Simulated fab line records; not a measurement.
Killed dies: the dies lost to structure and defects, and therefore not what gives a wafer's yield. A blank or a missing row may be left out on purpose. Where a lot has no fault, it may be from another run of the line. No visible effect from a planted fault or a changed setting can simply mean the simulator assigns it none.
The tool behind it: which one? :: flow n5Finfet :: route of 1938 steps, sampled at 1 step: 11 lots, 33 wafers

WHAT THE GAUGES READ, wafer by wafer
N5_BEOL_M4_RS_MEAS_58: the measuring method here is four-point-probe.
lot: L076
measured: day 8 02:08
on: filmMetro-02
M4_RS (ohm/sq): 0.64 0.69 0.68

lot: L078
measured: day 8 17:50
on: filmMetro-02
M4_RS (ohm/sq): 0.71 0.64 0.68

lot: L080
measured: day 9 10:26
on: filmMetro-02
M4_RS (ohm/sq): 0.69 0.73 0.70

lot: L082
measured: day 9 20:29
on: filmMetro-01
M4_RS (ohm/sq): 0.63 0.63 0.62

lot: L083
measured: day 10 02:56
on: filmMetro-02
M4_RS (ohm/sq): 0.69 0.70 0.72

lot: L087
measured: day 11 09:33
on: filmMetro-02
M4_RS (ohm/sq): 0.65 0.65 0.64

lot: L088
measured: day 11 15:12
on: filmMetro-02
M4_RS (ohm/sq): 0.64 0.68 0.65

lot: L093
measured: day 12 12:40
on: filmMetro-01
M4_RS (ohm/sq): 0.67 0.66 0.64

lot: L091
measured: day 12 15:34
on: filmMetro-02
M4_RS (ohm/sq): 0.70 0.66 0.68

lot: L095
measured: day 13 14:31
on: filmMetro-02
M4_RS (ohm/sq): 0.68 0.68 0.71

lot: L097
measured: day 14 00:58
on: filmMetro-02
M4_RS (ohm/sq): 0.71 0.73 0.73

TOOL THAT RAN EACH LOT (tool first, then ch and the chambers of the sampled wafers, then the start)
Record: no process step prior to these readings.

THE ANSWER, worked out from the rows above alone
Rule: the usual values come from the lots themselves. The widest of any qualifying gaps counts: lots, ordered by their means at a reading, are off when they make up no more than a third of the lots, leave a main group of 4 or more, and stand apart from it by 3 or more times the standard deviation of that group's means. If all means in a main group match to the digits the tables above print for the reading, that group is not used. Also off: a lot with no number at a reading for which 4 or more lots have one. The other lots that the step has rows for count as sound.
Nothing can be told from this: no lot is off at any reading shown.

WHAT HAD BEEN PUT IN BY THE SIMULATOR
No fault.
